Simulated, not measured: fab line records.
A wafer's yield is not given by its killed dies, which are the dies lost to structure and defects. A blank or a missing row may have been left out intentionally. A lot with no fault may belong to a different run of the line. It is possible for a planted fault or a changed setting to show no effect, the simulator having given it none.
Matching of chambers -- flow nand harc -- NHARC_A_DECK1_JOINT_CMP_13 on cmp-04 has 4 sister chambers
The step polishes, target thk 51.023 nm. 16 wafers are shown with their chamber, then 8 later ones without.

EACH WAFER AND ITS CHAMBER
wafer,chamber,motor current A (A),time to endpoint s (s),retaining ring pressure frac
L076.3,1,11.5,8.5,0.995
L076.4,0,13.7,7.4,0.999
L076.6,0,13.4,10.0,1.000
L079.2,1,11.1,8.0,1.010
L079.5,1,11.1,9.2,1.003
L079.6,2,11.9,14.1,1.001
L082.1,1,11.2,9.1,0.995
L082.4,3,11.5,9.0,1.006
L082.6,0,13.3,9.0,1.002
L084.1,3,11.8,10.3,1.001
L084.3,0,13.7,10.1,1.003
L084.5,1,10.3,7.0,0.997
L090.1,3,11.3,10.1,1.007
L090.4,1,10.9,9.8,1.010
L090.5,1,11.2,11.0,1.003
L091.1,1,11.1,8.1,0.999

SIGNATURES, as means of the wafers listed above
reading,chamber 0,chamber 1,chamber 2,chamber 3,scatter within a chamber
motor current A,13.525,11.050,11.900,11.533,0.302
time to endpoint s,9.125,8.838,14.100,9.800,1.16
retaining ring pressure frac,1.00100,1.00150,1.00100,1.00467,0.00492
Rule: for each reading, subtract the chamber's mean from the wafer's reading, divide by that reading's scatter and square the result; add these up over the readings and take the root, which gives the wafer's distance from the chamber. If the next closest chamber is less than 2 further off than the closest, the wafer can't be placed; otherwise it belongs to the closest. How the scatter is found: for the shown wafers, subtract from each reading the mean of its chamber, square and add these, divide the total by (wafers less chambers), then take the root.

WAFERS WITHOUT THEIR CHAMBER
wafer,motor current A (A),time to endpoint s (s),retaining ring pressure frac
L091.4,11.3,13.2,1.000
L091.5,12.4,12.4,0.997
L093.2,11.2,9.7,0.998
L093.3,11.7,12.5,0.995
L093.6,11.0,9.9,1.003
L095.2,11.8,8.2,0.999
L095.3,13.1,10.0,0.996
L095.6,11.7,8.3,1.001

WHICH CHAMBER EACH ONE RAN IN
wafer,from the rows above,in truth
L091.4,can't be placed: 2 or 3 or 1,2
L091.5,can't be placed: 2 or 3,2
L093.2,can't be placed: 1 or 3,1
L093.3,can't be placed: 2 or 3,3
L093.6,can't be placed: 1 or 3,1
L095.2,can't be placed: 3 or 1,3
L095.3,0,0
L095.6,can't be placed: 3 or 1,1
Placed correctly: 1 of 8. These rows do not allow placing 7 (true chamber among the candidates in 7). 0 placed wrongly.
